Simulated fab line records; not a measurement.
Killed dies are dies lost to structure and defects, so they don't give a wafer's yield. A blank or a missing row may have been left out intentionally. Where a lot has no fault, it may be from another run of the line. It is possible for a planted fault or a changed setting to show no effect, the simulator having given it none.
Which of the tools did it? / flow n5_finfet / 10 lots, 30 wafers sampled, at 5 steps of a route of 1938

## WHAT EACH GAUGE READ, for each wafer
N5_BEOL_M11_OCD_MEAS_38.
lot=L588; measured=day 11 11:08; on=ocd-02; trench_depth_nm (nm)=150.4 148.9 146.5
lot=L589; measured=day 12 11:12; on=ocd-02; trench_depth_nm (nm)=146.1 147.0 145.0
lot=L592; measured=day 13 03:37; on=ocd-01; trench_depth_nm (nm)=155.6 150.2 147.2
lot=L597; measured=day 13 22:07; on=ocd-01; trench_depth_nm (nm)=148.0 143.6 147.9
lot=L603; measured=day 16 14:58; on=ocd-01; trench_depth_nm (nm)=149.3 153.5 149.2
lot=L606; measured=day 16 18:16; on=ocd-02; trench_depth_nm (nm)=148.6 154.7 150.9
lot=L605; measured=day 17 02:32; on=ocd-02; trench_depth_nm (nm)=148.9 149.3 147.9
lot=L609; measured=day 18 01:38; on=ocd-02; trench_depth_nm (nm)=153.5 150.0 152.5
lot=L608; measured=day 18 01:50; on=ocd-02; trench_depth_nm (nm)=144.4 149.3 145.1
lot=L610; measured=day 18 02:43; on=ocd-02; trench_depth_nm (nm)=152.2 152.3 151.6

N5_BEOL_M12_THK_MEAS_01.
lot=L588; measured=day 11 15:00; on=film_metro-01; M12_ILD_THK (nm)=638 649 649
lot=L589; measured=day 12 13:57; on=film_metro-01; M12_ILD_THK (nm)=653 665 654
lot=L592; measured=day 13 07:25; on=film_metro-02; M12_ILD_THK (nm)=620 666 634
lot=L597; measured=day 14 00:41; on=film_metro-01; M12_ILD_THK (nm)=612 658 661
lot=L603; measured=day 16 17:21; on=film_metro-02; M12_ILD_THK (nm)=658 656 662
lot=L606; measured=day 16 22:05; on=film_metro-02; M12_ILD_THK (nm)=647 647 652
lot=L605; measured=day 17 07:14; on=film_metro-02; M12_ILD_THK (nm)=643 659 649
lot=L609; measured=day 18 04:20; on=film_metro-02; M12_ILD_THK (nm)=651 651 642
lot=L608; measured=day 18 04:44; on=film_metro-02; M12_ILD_THK (nm)=643 653 660
lot=L610; measured=day 18 06:59; on=film_metro-01; M12_ILD_THK (nm)=650 655 666

## EACH LOT AND THE TOOL THAT RAN IT (in order: tool; ch and the chambers of the sampled wafers; start)
lot=L588; N5_BEOL_M11_PRE_CLEAN_45=pvd_sputter-02, day 11 11:45; N5_BEOL_M11_SURFACE_TREAT_76=pvd_sputter-02, day 11 12:16; N5_BEOL_M12_ILD_DEP_00=pecvd-04 ch 0,1, day 11 14:52
lot=L589; N5_BEOL_M11_PRE_CLEAN_45=pvd_sputter-02, day 12 12:03; N5_BEOL_M11_SURFACE_TREAT_76=pvd_sputter-01, day 12 12:25; N5_BEOL_M12_ILD_DEP_00=pecvd-04 ch 0,1, day 12 13:49
lot=L592; N5_BEOL_M11_PRE_CLEAN_45=pvd_sputter-02, day 13 04:47; N5_BEOL_M11_SURFACE_TREAT_76=pvd_sputter-02, day 13 05:23; N5_BEOL_M12_ILD_DEP_00=pecvd-02 ch 0,1, day 13 07:17
lot=L597; N5_BEOL_M11_PRE_CLEAN_45=pvd_sputter-02, day 13 22:44; N5_BEOL_M11_SURFACE_TREAT_76=pvd_sputter-02, day 13 23:07; N5_BEOL_M12_ILD_DEP_00=pecvd-02 ch 0,1,2, day 14 00:34
lot=L603; N5_BEOL_M11_PRE_CLEAN_45=pvd_sputter-02, day 16 15:34; N5_BEOL_M11_SURFACE_TREAT_76=pvd_sputter-03, day 16 15:55; N5_BEOL_M12_ILD_DEP_00=pecvd-03 ch 0,2, day 16 17:13
lot=L606; N5_BEOL_M11_PRE_CLEAN_45=pvd_sputter-01, day 16 18:52; N5_BEOL_M11_SURFACE_TREAT_76=pvd_sputter-02, day 16 19:17; N5_BEOL_M12_ILD_DEP_00=pecvd-02 ch 1,2, day 16 21:58
lot=L605; N5_BEOL_M11_PRE_CLEAN_45=pvd_sputter-01, day 17 05:23; N5_BEOL_M11_SURFACE_TREAT_76=pvd_sputter-01, day 17 05:51; N5_BEOL_M12_ILD_DEP_00=pecvd-02 ch 0,2, day 17 07:07
lot=L609; N5_BEOL_M11_PRE_CLEAN_45=pvd_sputter-01, day 18 02:23; N5_BEOL_M11_SURFACE_TREAT_76=pvd_sputter-01, day 18 02:46; N5_BEOL_M12_ILD_DEP_00=pecvd-02 ch 0,2, day 18 04:12
lot=L608; N5_BEOL_M11_PRE_CLEAN_45=pvd_sputter-01, day 18 02:41; N5_BEOL_M11_SURFACE_TREAT_76=pvd_sputter-01, day 18 03:02; N5_BEOL_M12_ILD_DEP_00=pecvd-02 ch 0,2, day 18 04:34
lot=L610; N5_BEOL_M11_PRE_CLEAN_45=pvd_sputter-02, day 18 03:25; N5_BEOL_M11_SURFACE_TREAT_76=pvd_sputter-03, day 18 03:58; N5_BEOL_M12_ILD_DEP_00=pecvd-03 ch 0,2, day 18 06:52
- N5_BEOL_M11_PRE_CLEAN_45: time 30 s.
- N5_BEOL_M11_SURFACE_TREAT_76
- N5_BEOL_M12_ILD_DEP_00: deposits SiOC from DEMS/O2, target thk 658.92 nm, time 130.7 s.

## WHAT THE TOOLS THEMSELVES READ (means of the sampled wafers that have a number; where no wafer has one, the mark that the record gives instead)
N5_BEOL_M11_PRE_CLEAN_45.
lot=L588; tool=pvd_sputter-02; heater_power_w (W)=389; susceptor_temp_C (C)=250.03
lot=L589; tool=pvd_sputter-02; heater_power_w (W)=357; susceptor_temp_C (C)=249.97
lot=L592; tool=pvd_sputter-02; heater_power_w (W)=350; susceptor_temp_C (C)=250.03
lot=L597; tool=pvd_sputter-02; heater_power_w (W)=336; susceptor_temp_C (C)=249.66
lot=L603; tool=pvd_sputter-02; heater_power_w (W)=355; susceptor_temp_C (C)=249.99
lot=L606; tool=pvd_sputter-01; heater_power_w (W)=300; susceptor_temp_C (C)=249.80
lot=L605; tool=pvd_sputter-01; heater_power_w (W)=266; susceptor_temp_C (C)=250.01
lot=L609; tool=pvd_sputter-01; heater_power_w (W)=312; susceptor_temp_C (C)=249.88
lot=L608; tool=pvd_sputter-01; heater_power_w (W)=311; susceptor_temp_C (C)=250.09
lot=L610; tool=pvd_sputter-02; heater_power_w (W)=358; susceptor_temp_C (C)=250.07

N5_BEOL_M12_ILD_DEP_00.
lot=L588; tool=pecvd-04; heater_power_w (W)=427; showerhead_plenum_p_Torr (Torr)=5.693; susceptor_temp_C (C)=349.77; throttle_valve_pct (%)=12.3
lot=L589; tool=pecvd-04; heater_power_w (W)=444; showerhead_plenum_p_Torr (Torr)=5.699; susceptor_temp_C (C)=349.90; throttle_valve_pct (%)=12.4
lot=L592; tool=pecvd-02; heater_power_w (W)=592; showerhead_plenum_p_Torr (Torr)=5.680; susceptor_temp_C (C)=365.23; throttle_valve_pct (%)=12.3
lot=L597; tool=pecvd-02; heater_power_w (W)=581; showerhead_plenum_p_Torr (Torr)=5.686; susceptor_temp_C (C)=357.43; throttle_valve_pct (%)=11.8
lot=L603; tool=pecvd-03; heater_power_w (W)=471; showerhead_plenum_p_Torr (Torr)=5.700; susceptor_temp_C (C)=349.86; throttle_valve_pct (%)=12.5
lot=L606; tool=pecvd-02; heater_power_w (W)=547; showerhead_plenum_p_Torr (Torr)=5.689; susceptor_temp_C (C)=349.99; throttle_valve_pct (%)=11.4
lot=L605; tool=pecvd-02; heater_power_w (W)=522; showerhead_plenum_p_Torr (Torr)=5.682; susceptor_temp_C (C)=350.24; throttle_valve_pct (%)=11.8
lot=L609; tool=pecvd-02; heater_power_w (W)=493; showerhead_plenum_p_Torr (Torr)=5.687; susceptor_temp_C (C)=349.73; throttle_valve_pct (%)=12.3
lot=L608; tool=pecvd-02; heater_power_w (W)=540; showerhead_plenum_p_Torr (Torr)=5.693; susceptor_temp_C (C)=350.11; throttle_valve_pct (%)=11.7
lot=L610; tool=pecvd-03; heater_power_w (W)=475; showerhead_plenum_p_Torr (Torr)=5.697; susceptor_temp_C (C)=350.27; throttle_valve_pct (%)=11.7

## THE ANSWER, worked out from the rows above alone
Rule: the lots themselves supply what counts as usual. Put in order of their means at a reading, lots are off if they are a third of the lots or fewer, leave a main group of 4 or more, and stand apart from it by a gap of 3 or more times the standard deviation of the main group's means; of several such gaps the widest counts. A main group is skipped when, at the precision printed for the reading in the tables above, its means are all equal. A lot without any number at a reading at which 4 lots or more have one is off too. Where the step has rows for the other lots, those lots are counted as sound. Order of review: gauges by route order, followed by the tools' own readings, for which a lot's mean as printed above is used. The first step at which some lot is off is used, and at that step the reading that is off furthest; a lot without a number counts as furthest.
Off at N5_BEOL_M12_ILD_DEP_00 (susceptor_temp_C): L592, L597. The main group: mean 349.98 C, standard deviation 0.19.
A tool fits if, at that step or a process step before it, it ran every lot that is off, and no sound lot after the first of them. No candidate that was tried fits.

## WHAT THE SIMULATOR HAD PUT IN
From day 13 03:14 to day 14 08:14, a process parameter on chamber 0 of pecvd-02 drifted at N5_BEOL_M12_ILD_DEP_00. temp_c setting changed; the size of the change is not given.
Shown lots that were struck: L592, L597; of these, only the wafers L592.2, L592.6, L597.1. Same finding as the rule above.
